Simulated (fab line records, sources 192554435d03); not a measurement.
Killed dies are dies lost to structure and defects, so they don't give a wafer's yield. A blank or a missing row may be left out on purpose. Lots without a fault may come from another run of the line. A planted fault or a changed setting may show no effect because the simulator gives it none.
Problem report in the 8D (eight disciplines) form, filled by code | flow n5_finfet | the parts of the form that need people (team, actions taken, sign-off) are left out

1. THE PROBLEM
spin_speed_rpm at N5_DUMMY_GATE_COAT_35 reads a mean of 1804.3 rpm on 6 wafers of 2 lots; wafers without a fault read 1499.9 rpm with a standard deviation of 1.1. That is +99 or more standard deviations from the usual mean.
The step: time 60 s, resist thk 10 nm.
First seen on wafer L180.2, day 7 14:58, on litho_track-01. The record holds 18 wafers of 6 lots with a number at this step. Rule for "out", or "out of limits": more than 4 standard deviations from the usual mean. The other wafers with a number count as sound.

2. WHAT IT IS AND WHAT IT IS NOT
question                    | is                     | is not
which readings at this step | spin_speed_rpm         | -
which lots                  | L180, L181             | L164, L170, L183, L184
which wafers of those lots  | all that have a number | -
read on which tools         | litho_track-01         | litho_track-04, litho_track-05
when                        | from day 7 14:58       | up to then (6 sound wafers); but 6 sound wafers of L183, L184 came after

3. SUSPECTS, AND WHAT RULES EACH OUT
Counting: a tool at a process step up to the reading stays a suspect if it ran every lot that is out and no sound lot after the first of them.
- litho_track-01 at N5_DUMMY_GATE_COAT_35 (time 60 s, resist thk 10 nm): kept. It ran every lot that is out, first L180 (day 7 14:58), and no sound lot after that; its last sound lot up to then is L170 (day 5 04:10). Its own readings are out on those wafers: spin_speed_rpm.
Left after counting: litho_track-01 at N5_DUMMY_GATE_COAT_35.

4. THE CAUSE (what the simulator had put in)
Process parameter drift: litho_track-01, from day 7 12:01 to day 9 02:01, at N5_DUMMY_GATE_COAT_35. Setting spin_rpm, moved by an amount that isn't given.
Counting left only this tool.

5. THE CHAIN OF EFFECTS, in route order
Each row: a reading whose mean over the struck wafers that have a number lies more than 3 standard deviations from the usual. Only readings for which the record gives a usual standard deviation are gone through. hours: the time from each lot's start at the first step in this table that gives one to its start at this step, as a median over the lots. sigmas: the change in usual standard deviations.
hours | step                  | reading        | usual      | on struck wafers | change | sigmas
0     | N5_DUMMY_GATE_COAT_35 | spin_speed_rpm | 1499.9 rpm | 1804.3           | +304.4 | +99 or more
The process steps in it:
- N5_DUMMY_GATE_COAT_35: time 60 s, resist thk 10 nm.
Later measuring or inspecting steps at which every struck wafer that the step has a row for has a number for every such reading, and none has moved that far: N5_DUMMY_GATE_CD_MEAS_15, N5_DUMMY_GATE_OVL_MEAS_16, N5_DUMMY_GATE_INSPECT_17, N5_BEOL_M4_RC_MEAS_101.

6. WHAT WOULD HAVE CAUGHT IT SOONER
In this record the first reading out of limits was taken at day 7 14:58, 3 hours after the fault began at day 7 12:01.
